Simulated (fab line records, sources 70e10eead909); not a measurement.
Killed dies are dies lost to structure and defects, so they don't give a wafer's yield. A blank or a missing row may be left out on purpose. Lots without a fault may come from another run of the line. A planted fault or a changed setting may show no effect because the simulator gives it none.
fab line records | flow nand_harc | part 2 of 2: steps 5 to 6 of 6
record lots=24 wafers=72 last_day=24
route steps=1159 shown A_CONTACT@868
lots that met no fault: from a run of the same line without faults
start_h: hours from the record's first day to the start of the lot's first wafer shown | wait_h: hours since the lot's step before | " the same as in the row above | L1.1+2: a row that stands for several wafers | - no value, or no start given | * or withheld: withheld | < > ~ a bound
route shown NAME@n: a module of which the file shows steps, and the number in the route of the first | usual: mean/standard deviation of fault-free wafers | same: alike in all rows | chamber/n: place in a boat | sites: the reading at each site | _std_site: their standard deviation | _edge_site: outer sites' mean less inner sites' | radius_mm: how far each site lies from the wafer's centre | mask NAME#n: copy n | behind: the tool/chamber that last shaped the wafer | hold: why the lot was held/for how many hours/how that ended | device: the transistor (n, p or np) that didn't switch | end of line: the same wafers' tests at the end of the route | a step without rows: its recipe alone | killed: dies lost to structure and defects at the first sort, not the wafer's yield | map: a wafer's dies, x killed, . not, _ none there
set.NAME: the setting as run; set.NAME@STEP: as run at that earlier step | model.NAME: the simulator's own value behind a step, which no gauge read
steps of the route over a sample of lots; a table a step, a row a wafer
services: from which hour (start_h, from the record's first day; less than 0 if before it) a tool's chamber was out of use, for how many hours, and why
## steps
# step NHARC_A_CONTACT_ETCH_78
# recipe target_depth_a=28000 over_etch_frac=0.3 time_s=728 ion_energy_ev=150 o2_flow_sccm=400 cos_flow_sccm=20 ar_flow_sccm=0 rf_w=500 bias_w=300 chemistry=O2/COS
# usual chamber_pressure_mTorr=20.001/0.019 drypump_motor_current_A=5.9/0.41 oes_product_au=1.003/0.0085 rf_vpp_V=313.6/1.9 showerhead_plenum_p_Torr=3.09/0.12 throttle_valve_pct=28.330/0.0087
# columns lot.wafer tool chamber start_h wait_h chamber_pressure_mTorr drypump_motor_current_A oes_product_au rf_hours_counter_h rf_vpp_V showerhead_plenum_p_Torr throttle_valve_pct
L074.2 rie_diel-03 1 - - 19.974 5.7 1.005 26 315.8 3.26 28.318
L074.4 " 2 " " 20.002 6.2 0.994 28 312.2 2.93 28.327
L074.5 " 0 " " 19.993 6.0 1.004 - 314.0 3.09 28.326
L075.4 rie_diel-08 1 - - 20.008 5.8 1.009 24 312.7 3.10 28.336
L075.3 " 2 " " 20.012 5.7 1.014 24 311.7 2.91 28.331
L075.6 " 1 " " 19.956 5.8 1.012 - 313.8 3.10 28.334
L076.2 rie_diel-12 0 - - 20.011 6.2 1.016 2 314.4 3.25 28.320
L076.4 " 2 " " 20.002 5.2 1.004 2 311.8 2.97 28.328
L076.5 " 0 " " 20.009 6.1 1.009 - 317.0 3.25 28.322
L078.3 rie_diel-03 0 - - 20.029 6.0 0.986 0 313.5 3.09 28.329
L078.4 " 2 " " 20.015 6.2 1.004 0 311.5 2.92 28.338
L078.5 " 0 " " 20.011 6.0 0.989 - 311.8 3.09 28.328
L077.2 rie_diel-08 1 - - 19.972 5.8 0.999 34 314.5 3.10 28.341
L077.1 " 2 " " 20.006 5.7 1.000 34 308.4 2.91 28.323
L077.4 " 3 " " 19.996 4.9 1.006 31 311.4 2.94 28.331
L080.3 rie_diel-12 2 - - 20.005 5.2 1.003 7 313.0 2.97 28.333
L080.4 " 3 " " 20.008 5.7 1.014 8 314.0 3.10 28.330
L080.5 " 2 " " 19.982 5.2 0.998 - 312.5 2.97 28.322
L081.2 rie_diel-03 0 - - 20.019 6.0 0.995 4 314.4 3.09 28.310
L081.3 " 1 " " 20.011 5.7 1.014 4 316.4 3.26 28.327
L081.6 " 2 " " 19.990 6.2 1.012 - 310.6 2.92 28.323
L079.1 rie_diel-03 0 - - 19.984 6.0 0.991 5 315.4 3.09 28.330
L079.5 " 3 " " 20.004 6.6 0.991 - 313.5 3.08 28.339
L079.6 " 0 " " 20.005 6.0 0.987 - 313.7 3.09 28.327
L083.1 rie_diel-03 0 - - 19.993 6.0 0.988 8 314.2 3.09 28.344
L083.3 " 1 " " 20.000 5.7 0.992 9 317.2 3.25 28.331
L083.5 " 1 " " 19.964 5.7 0.990 - 315.4 3.25 28.341
L082.4 rie_diel-03 0 - - 20.004 6.0 0.997 8 312.1 3.09 28.332
L082.3 " 1 " " 19.973 5.7 1.005 9 316.2 3.25 28.327
L082.6 " 3 " " 19.994 6.5 0.997 - 313.8 3.08 28.321
L084.3 rie_diel-08 3 - - 20.013 4.9 0.994 44 311.2 2.93 28.336
L084.1 " 0 " " 19.980 6.0 0.998 43 313.1 3.20 28.331
L084.6 " 0 " " 20.032 6.0 0.996 - 315.7 3.21 28.344
L085.4 rie_diel-12 2 - - 20.004 5.2 1.001 19 312.5 2.96 28.338
L085.3 " 3 " " 19.982 5.8 1.004 20 313.0 3.10 28.325
L085.5 " 3 " " 19.962 5.7 1.007 - 312.6 3.10 28.343
L086.2 rie_diel-12 3 - - 19.988 5.7 1.009 22 312.4 3.09 28.323
L086.4 " 2 " " 20.019 5.2 1.009 21 312.0 2.96 28.312
L086.6 " 3 " " 20.015 5.8 1.019 - 314.6 3.09 28.326
L087.2 rie_diel-12 2 - - 20.026 5.2 1.003 23 310.8 2.96 28.325
L087.6 " 3 " " 20.006 5.7 1.007 - 314.7 3.09 28.340
L087.5 " 0 " " 20.028 6.1 1.019 - 315.9 3.24 28.326
L088.4 rie_diel-03 0 - - 20.006 6.0 0.994 13 313.4 3.09 28.329
L088.1 " 1 " " 20.005 5.7 1.003 14 316.2 3.25 28.330
L088.5 " 2 " " 20.042 6.2 1.000 - 310.5 2.92 28.310
L090.2 rie_diel-03 0 - - 19.985 6.0 0.995 14 312.9 3.09 28.336
L090.1 " 2 " " 19.954 6.2 1.002 14 310.8 2.92 28.327
L090.6 " 0 " " 19.968 6.0 0.995 - 314.0 3.09 28.333
L089.2 rie_diel-03 1 - - 19.997 5.7 1.003 15 317.5 3.25 28.328
L089.1 " 2 " " 19.982 6.2 1.004 14 310.6 2.92 28.330
L089.4 " 3 " " 19.981 6.5 1.001 14 314.4 3.08 28.332
L091.2 rie_diel-03 1 - - 19.997 5.7 0.998 19 316.7 3.25 28.329
L091.1 " 3 " " 20.012 6.6 0.994 18 313.2 3.08 28.328
L091.5 " 2 " " 20.009 6.2 0.996 - 311.8 2.92 28.333
L092.1 rie_diel-12 0 - - 20.014 6.1 1.005 39 314.7 3.24 28.322
L092.3 " 1 " " 19.998 6.0 1.011 38 312.5 3.05 28.318
L092.5 " 2 " " 19.976 5.2 0.986 - 312.5 2.95 28.325
L094.1 rie_diel-03 0 - - 20.015 6.0 0.990 20 313.2 3.08 28.335
L094.5 " 1 " " 20.021 5.7 1.003 - 315.9 3.25 28.327
L094.6 " 2 " " 20.004 6.2 1.003 - 311.3 2.92 28.344
L093.1 rie_diel-08 2 - - 20.030 5.7 1.011 5 317.8 3.37 28.338
L093.2 " 0 " " 19.990 6.0 0.999 6 317.1 3.19 28.336
L093.6 " 2 " " 20.005 5.7 1.005 - 317.6 3.37 28.350
L096.4 rie_diel-08 1 - - 19.983 5.8 1.010 7 313.0 3.08 28.323
L096.2 " 3 " " 20.007 4.9 0.992 6 310.9 2.92 28.330
L096.6 " 1 " " 19.987 5.8 1.005 - 313.1 3.08 28.332
L095.4 rie_diel-08 3 - - 20.007 4.8 1.007 8 311.6 2.92 28.321
L095.1 " 0 " " 19.983 6.0 1.000 9 315.9 3.19 28.317
L095.5 " 1 " " 20.025 5.7 1.021 - 313.6 3.08 28.332
L097.1 rie_diel-12 2 - - 20.051 5.2 1.003 44 312.0 2.95 28.319
L097.2 " 3 " " 20.000 5.7 1.009 45 312.8 3.08 28.336
L097.4 " 0 " " 20.021 6.1 1.013 47 315.6 3.23 28.338
# step NHARC_A_CONTACT_ETCH_97
# recipe target_depth_a=200 over_etch_frac=0.5 time_s=10 ion_energy_ev=250 c4f6_flow_sccm=25 o2_flow_sccm=20 ar_flow_sccm=500 rf_w=600 bias_w=500 chemistry=C4F6/O2
# usual chamber_pressure_mTorr=30.001/0.027 drypump_motor_current_A=5.9/0.4 oes_product_au=0.958/0.02 rf_vpp_V=546/3.1 showerhead_plenum_p_Torr=3.87/0.14 throttle_valve_pct=26.903/0.009
# columns lot.wafer tool chamber start_h wait_h chamber_pressure_mTorr drypump_motor_current_A oes_product_au rf_hours_counter_h rf_vpp_V showerhead_plenum_p_Torr throttle_valve_pct
L074.4 rie_diel-03 2 - - 29.997 6.2 0.951 29 542 3.69 26.906
L074.2 " 3 " " 30.000 6.6 0.954 28 545 3.88 26.916
L074.5 " 3 " " 29.971 6.6 0.957 - 545 3.88 26.910
L075.4 rie_diel-03 0 - - 30.008 6.0 1.001 27 548 3.89 26.896
L075.3 " 2 " " 30.012 6.2 0.996 30 542 3.69 26.893
L075.6 " 1 " " 30.029 5.7 1.002 - 550 4.09 26.898
L076.4 rie_diel-12 0 - - 30.045 6.1 0.950 4 550 4.08 26.900
L076.2 " 1 " " 30.001 6.0 0.953 4 545 3.85 26.898
L076.5 " 0 " " 30.033 6.1 0.961 - 550 4.08 26.891
L078.4 rie_diel-03 1 - - 29.974 5.7 0.952 1 549 4.09 26.905
L078.3 " 2 " " 30.018 6.2 0.943 1 541 3.68 26.897
L078.5 " 1 " " 29.980 5.8 0.947 - 552 4.09 26.913
L077.4 rie_diel-03 1 - - 29.905 5.7 1.003 2 548 4.09 26.894
L077.1 " 2 " " 29.983 6.2 1.015 2 542 3.68 26.906
L077.2 " 0 " " 29.981 6.0 0.990 2 545 3.89 26.899
L080.3 rie_diel-03 0 - - 29.995 6.0 0.943 4 545 3.89 26.907
L080.4 " 1 " " 30.002 5.7 0.931 4 549 4.09 26.908
L080.5 " 0 " " 30.027 6.0 0.946 - 547 3.89 26.898
L081.2 rie_diel-08 2 - - 29.983 5.7 0.955 40 539 3.66 26.898
L081.3 " 3 " " 30.008 4.9 0.954 37 542 3.70 26.908
L081.6 " 3 " " 30.005 4.9 0.953 - 544 3.70 26.906
L079.1 rie_diel-03 2 - - 30.021 6.2 0.939 7 542 3.68 26.897
L079.5 " 1 " " 29.974 5.7 0.925 - 551 4.08 26.903
L079.6 " 2 " " 30.022 6.2 0.942 - 541 3.68 26.885
L083.3 rie_diel-08 2 - - 30.078 5.7 0.965 45 542 3.66 26.915
L083.1 " 0 " " 30.004 6.0 0.976 41 548 4.03 26.908
L083.5 " 3 " " 29.987 4.9 0.969 - 543 3.70 26.895
L082.3 rie_diel-08 3 - - 30.029 4.9 0.961 43 542 3.70 26.895
L082.4 " 1 " " 29.965 5.8 0.951 45 545 3.88 26.918
L082.6 " 2 " " 29.984 5.7 0.967 - 542 3.66 26.895
L084.3 rie_diel-03 1 - - 30.040 5.7 0.952 10 552 4.08 26.906
L084.1 " 2 " " 29.987 6.2 0.963 9 542 3.68 26.906
L084.6 " 0 " " 30.063 6.0 0.944 - 546 3.88 26.898
L085.4 rie_diel-12 0 - - 30.008 6.1 0.953 21 550 4.07 26.910
L085.3 " 1 " " 29.966 6.0 0.980 20 545 3.84 26.881
L085.5 " 3 " " 29.987 5.7 0.954 - 546 3.89 26.892
L086.4 rie_diel-12 0 - - 30.033 6.1 0.961 23 551 4.07 26.900
L086.2 " 1 " " 30.015 6.0 0.970 22 547 3.84 26.895
L086.6 " 3 " " 29.978 5.7 0.963 - 546 3.89 26.904
L087.2 rie_diel-03 2 - - 30.025 6.2 0.944 13 542 3.68 26.916
L087.6 " 1 " " 30.024 5.7 0.941 - 550 4.08 26.921
L087.5 " 2 " " 30.006 6.2 0.937 - 541 3.68 26.908
L088.4 rie_diel-03 3 - - 29.992 6.5 0.942 13 547 3.87 26.884
L088.1 " 0 " " 29.987 6.0 0.927 14 546 3.88 26.900
L088.5 " 0 " " 30.043 6.0 0.940 - 546 3.88 26.899
L090.1 rie_diel-03 0 - - 29.980 6.0 0.952 16 546 3.88 26.904
L090.2 " 2 " " 29.992 6.2 0.947 15 541 3.68 26.905
L090.6 " 0 " " 29.974 6.0 0.945 - 547 3.88 26.891
L089.4 rie_diel-12 0 - - 29.973 6.1 0.970 29 548 4.07 26.897
L089.2 " 1 " " 30.006 6.0 0.966 28 545 3.84 26.913
L089.1 " 2 " " 30.036 5.2 0.963 28 541 3.73 26.905
L091.2 rie_diel-03 0 - - 30.021 6.0 0.961 19 546 3.88 26.899
L091.1 " 3 " " 30.034 6.5 0.940 18 546 3.87 26.907
L091.5 " 1 " " 30.007 5.7 0.947 - 551 4.08 26.909
L092.1 rie_diel-12 1 - - 30.026 6.1 0.953 38 546 3.83 26.901
L092.3 " 3 " " 30.002 5.7 0.943 38 547 3.88 26.898
L092.5 " 1 " " 30.013 6.0 0.956 - 545 3.83 26.908
L094.1 rie_diel-12 2 - - 29.996 5.2 0.965 41 544 3.72 26.920
L094.5 " 1 " " 30.002 6.0 0.962 - 545 3.83 26.911
L094.6 " 2 " " 29.980 5.2 0.959 - 542 3.72 26.898
L093.1 rie_diel-12 2 - - 30.004 5.2 0.934 41 542 3.72 26.909
L093.2 " 1 " " 29.987 6.0 0.963 42 544 3.83 26.908
L093.6 " 3 " " 30.054 5.7 0.954 - 547 3.88 26.891
L096.4 rie_diel-12 0 - - 30.030 6.2 0.960 44 549 4.06 26.891
L096.2 " 1 " " 30.054 6.0 0.975 43 545 3.83 26.900
L096.6 " 1 " " 30.006 6.0 0.971 - 545 3.83 26.896
L095.1 rie_diel-03 1 509.28 0.1 29.973 5.7 0.948 23 549 4.08 26.918
L095.5 " 1 " " 29.998 5.7 0.950 - 549 4.07 26.907
L095.4 " 2 " " 29.961 6.2 0.958 - 542 3.67 26.908
L097.1 rie_diel-03 2 514.85 0.1 30.002 6.2 1.003 22 541 3.67 26.901
L097.2 " 0 " " 29.990 6.0 0.996 23 546 3.87 26.900
L097.4 " 2 " " 29.991 6.2 1.008 - 542 3.67 26.899
## services
# columns tool chamber start_h hours kind
rie_diel-03 0 346.93 - clean
rie_diel-03 1 346.93 - clean
rie_diel-03 2 346.93 - clean
rie_diel-03 3 346.93 - clean
acl_dep-02 - 350.61 13.0 pm
har_cap_etch-03 - 365.53 5.1 repair
rie_diel-03 0 371.43 - clean
rie_diel-03 1 371.43 - clean
rie_diel-03 2 371.43 - clean
rie_diel-03 3 371.43 - clean
rie_diel-08 3 386.36 2.3 repair
rie_diel-03 - 392.30 9.0 pm
rie_diel-03 0 392.30 9.0 vent_cycle
rie_diel-03 1 392.30 9.0 vent_cycle
rie_diel-03 2 392.30 9.0 vent_cycle
rie_diel-03 3 392.30 9.0 vent_cycle
har_cap_etch-01 - 398.89 0.1 repair
rie_diel-03 0 401.30 - clean
acl_dep-03 - 405.95 13.0 pm
har_cap_etch-02 - 407.55 0.5 repair
acl_dep-01 - 476.86 13.0 pm
rie_diel-08 - 478.98 9.0 pm
rie_diel-03 2 479.61 3.9 repair
rie_diel-03 3 500.62 17.4 repair
